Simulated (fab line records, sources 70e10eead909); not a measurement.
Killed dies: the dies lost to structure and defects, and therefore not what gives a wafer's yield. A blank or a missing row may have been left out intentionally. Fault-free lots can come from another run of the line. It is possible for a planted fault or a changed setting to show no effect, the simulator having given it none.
Struck lot and sound lot, side by side    flow nand harc    13 out of 1302 route steps
Sound: these wafers, L642.2, L642.4, L642.5. Struck: wafers L640.1, L640.3, L640.4. Last of all comes the cause.
Per side, at each step with rows, come the tool, then ch with its chambers, and then its first start. Under that, the readings that differ: sound wafers    struck wafers    difference of the means    sigmas: that difference in standard deviations of wafers without a fault.
alike: words and numbers the same on both sides, and readings whose means are apart by under 2 such deviations; not compared: readings that were withheld, readings missing a value for some wafer, numbers with overlapping values and no deviation given by the record, and bounds like >300 which may hide the same value.
A row with sigmas, a row that says differs or no value, or rows on one side alone: a step with any of these is where the two part. Numbers that don't overlap but have no deviation are shown without sigmas and don't part them. A reading that every wafer of one side lacks parts them only if that side has two wafers or more.

first, 1 step without rows for these wafers: NHARC_A_CHANNEL_FILL_D2_ANNEAL_22 (time 7200 s).
NHARC_A_CHANNEL_FILL_D2_THK_MEAS_06: measures by ellipsometry.
  sound: film metro-01 at day 21 06:51; struck: film metro-02 at day 19 19:12
  alike: thk nm
NHARC_A_CHANNEL_FILL_D2_ALD_25: deposits SiOx, target thk 60 nm, pulse time 10 s, ald cycles 600.
  sound on ald hk-03 ch 2,3, day 21 06:54; struck on ald hk-04 ch 1,2,3, day 19 19:16
  alike: heater power w, precursor pulse height rel
NHARC_A_CHANNEL_FILL_D2_ETCHBACK_08: etches the open film in C4F8, target depth 220 nm, time 110 s.
  sound: rie diel-09 ch 0,1,2; struck: rie diel-09 ch 0,1,2
  alike: oes product au, rf vpp V
  not compared: rf hours counter h
NHARC_A_CHANNEL_FILL_D2_STRIP_29: strips in O2, time 20 s.
  sound: rie diel-09 ch 1,2,3; struck: rie diel-09 ch 0,2,3
  alike: drypump motor current A, oes product au, rf vpp V, showerhead plenum p Torr, throttle valve pct
  not compared: rf hours counter h
then, 3 steps without rows for these wafers: NHARC_A_CHANNEL_FILL_D2_PRECLEAN_30 (cleans in dHF, time 30 s); NHARC_A_CHANNEL_FILL_D2_SRD_31; NHARC_A_CHANNEL_FILL_D2_CVD_09 (deposits poly-Si, target thk 150 nm, time 3000 s).
NHARC_A_CHANNEL_FILL_D2_CMP_10: polishes, target thk 150 nm.
  sound on cmp-01 ch 1,2,3, day 21 18:14; struck on cmp-01 ch 0,1,2, day 20 06:44
  alike: motor current A, slurry filter dp kPa, slurry flow ml min, time to endpoint s
after that, 1 step had no rows for these wafers: NHARC_A_CHANNEL_FILL_D2_SRD_12.
NHARC_A_CHANNEL_FILL_D2_RTA_24: time 5 s.
  sound on rtp anneal-01 ch 0, day 21 18:39; struck on rtp anneal-02 ch 0, day 20 07:31
  alike: lamp power pct, lamp_zone_6_pct, wafer_temp_C_max
NHARC_A_CHANNEL_FILL_D2_INSPECT_13:
  sound: defect inspect-02 at day 21 18:49; struck: defect inspect-02 at day 20 07:43
  alike: raw defect count
after that, 1 step had no rows for these wafers: NHARC_END_SORT_01.

## WHERE THEY PART
Nowhere in this record.

WHY: the cause the simulator had injected
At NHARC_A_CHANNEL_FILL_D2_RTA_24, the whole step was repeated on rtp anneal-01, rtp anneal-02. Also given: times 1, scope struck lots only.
